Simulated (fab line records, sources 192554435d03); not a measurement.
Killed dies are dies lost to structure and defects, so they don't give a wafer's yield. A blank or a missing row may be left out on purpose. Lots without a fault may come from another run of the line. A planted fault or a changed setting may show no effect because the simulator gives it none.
A struck lot beside a sound one | flow n5_finfet | 39 steps out of a route of 1938
Sound: wafers L966.3, L966.4, L966.5. Struck: wafer L954.3. (L954.2, L954.5 of the same lot were not struck and are left out.) The cause comes at the end.
At each step with rows: each side's tool, then ch and its chambers, then its first start. Under that, the readings that differ: sound wafers | struck wafers | difference of the means | sigmas: that difference in standard deviations of wafers without a fault.
alike: readings whose means differ by less than 2 such deviations, and words and numbers that are the same on both sides. not compared: withheld readings, readings that some wafer has no value for, bounds like >300 that may hide the same value, and numbers for which the record gives no deviation and whose values overlap.
The two part at a step that has a row with sigmas, a row that says differs or no value, or rows on one side only. Numbers that don't overlap but have no deviation are shown without sigmas and don't part them. A reading that every wafer of one side lacks parts them only if that side has two wafers or more.

first, 12 steps without rows for these wafers: N5_BEOL_M1_ANNEAL_87 (time 240 s); N5_BEOL_M1_SPUTTER_88 (material Cu, target thk 4.5 nm, time 8.29 s); N5_BEOL_M1_ANNEAL_89 (time 240 s); N5_BEOL_M1_SPUTTER_90 (material Cu, target thk 4.5 nm, time 8.29 s); N5_BEOL_M1_ANNEAL_91 (time 240 s); N5_BEOL_M1_SPUTTER_92 (material Cu, target thk 4.5 nm, time 8.29 s); N5_BEOL_M1_ANNEAL_93 (time 240 s); N5_BEOL_M1_SPUTTER_94 (material Cu, target thk 4.5 nm, time 8.29 s); N5_BEOL_M1_ANNEAL_95 (time 240 s); N5_BEOL_M1_SPUTTER_96 (material Cu, target thk 4.5 nm, time 8.29 s); N5_BEOL_M1_ECD_50 (material Cu, target thk 300 nm); N5_BEOL_M1_ANNEAL_51 (time 90 s).
N5_BEOL_M1_CMP_52: polishes, stops on SiOC, t overpolish 6.8 s, target thk 40 nm.
  sound on cmp-03 ch 1,2,3, day 11 07:29; struck on cmp-03 ch 1, day 8 16:17
  reading                      | sound             | struck | difference | sigmas
  barrier_field_endpoint_s (s) | 24.4 24.5 25.7    | 41.2   | +16.3      | +24
  overpolish_run_s (s)         | 6.798 6.797 6.788 | 0.046  | -6.748     | -99 or more
  time_to_endpoint_s (s)       | 65 63 64          | 82     | +18        | +5
  alike: clearing_platen_rpm, motor_current_A
N5_BEOL_M1_THK_MEAS_53: measures by xrf.
  sound on film_metro-01, day 11 07:47; struck on film_metro-01, day 8 16:30
  reading     | sound          | struck | difference | sigmas
  M1_THK (nm) | 37.3 39.4 38.7 | 161.3  | +122.8     | +77
then, 4 steps without rows for these wafers: N5_BEOL_M1_PRE_CLEAN_60 (time 15 s); N5_BEOL_M1_CO_CAP_55 (material Co, precursor CCTBA/H2, target thk 2 nm, time 102.1 s); N5_BEOL_M1_PRE_CLEAN_56 (time 15 s); N5_BEOL_M1_DEP_57 (deposits SiCN from 3MS/NH3, target thk 8 nm, time 14 s).
N5_BEOL_M1_INSPECT_59: inspects for defects (darkfield).
  sound on defect_inspect-01, day 11 08:04; struck on defect_inspect-01, day 8 16:47
  reading          | sound    | struck | difference | sigmas
  raw_defect_count | 36 63 32 | 1519   | +1475      | +67
then, 18 steps without rows for these wafers: N5_BEOL_M2_ILD_DEP_00 (deposits SiOC from DEMS/O2, target thk 79 nm, time 15.3 s); N5_BEOL_M2_PECVD_72 (deposits SiO2 from TEOS/O2, target thk 16 nm, time 18 s); N5_BEOL_M2_HM_DEP_02 (deposits TiN, target thk 20 nm); N5_BEOL_M2_COAT_61 (time 60 s, resist thk 60 nm); N5_BEOL_M2_COAT_62 (time 60 s, resist thk 12 nm); N5_BEOL_M2_COAT_73 (time 60 s, resist thk 5 nm); N5_BEOL_M2_COAT_05 (resist thk 30 nm); N5_BEOL_M2_EBR_07; N5_BEOL_M2_SOFTBAKE_06 (time 60 s); N5_BEOL_M2_EXPOSE_08 (exposes mask M2); N5_BEOL_M2_PEB_09 (peb time 60 s); N5_BEOL_M2_DEVELOP_10 (develop time 30 s); N5_BEOL_M2_DESCUM_16 (chemistry O2, time 7 s); N5_BEOL_M2_ETCH_74 (etches underlayer in N2/H2, target depth 6.5 nm, time 5.2 s); N5_BEOL_M2_ETCH_63 (etches SiARC in CF4, target depth 15.6 nm, time 26 s); N5_BEOL_M2_ETCH_64 (etches SOC in N2/H2, target depth 75 nm, overetch 22.5 nm, time 121.9 s); N5_BEOL_M2_STRIP_65 (strips in N2/H2); N5_BEOL_M2_STRIP_75 (strips in N2/H2).
N5_BEOL_M4_RC_MEAS_101:
  the record has rows for the sound wafers here (prober-01 ch 0, day 12 17:37) and none for the struck ones
-- the record jumps here: 5 days lie between the struck wafers' starts before and after (it left off in module BEOL_M4 and takes up again in module PASSIVATION, whose first step shown is number 1936 of the route) --
N5_PASSIVATION_PROBE_49:
  the record has rows for the struck wafers here (prober-02, day 14 03:49) and none for the sound ones

WHERE THEY PART
First at N5_BEOL_M1_CMP_52; last, within this record, at N5_PASSIVATION_PROBE_49.

WHY: what the simulator had put in
Process parameter drift: cmp-03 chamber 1, from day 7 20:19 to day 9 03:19, at N5_BEOL_M1_CMP_52. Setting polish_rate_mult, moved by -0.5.
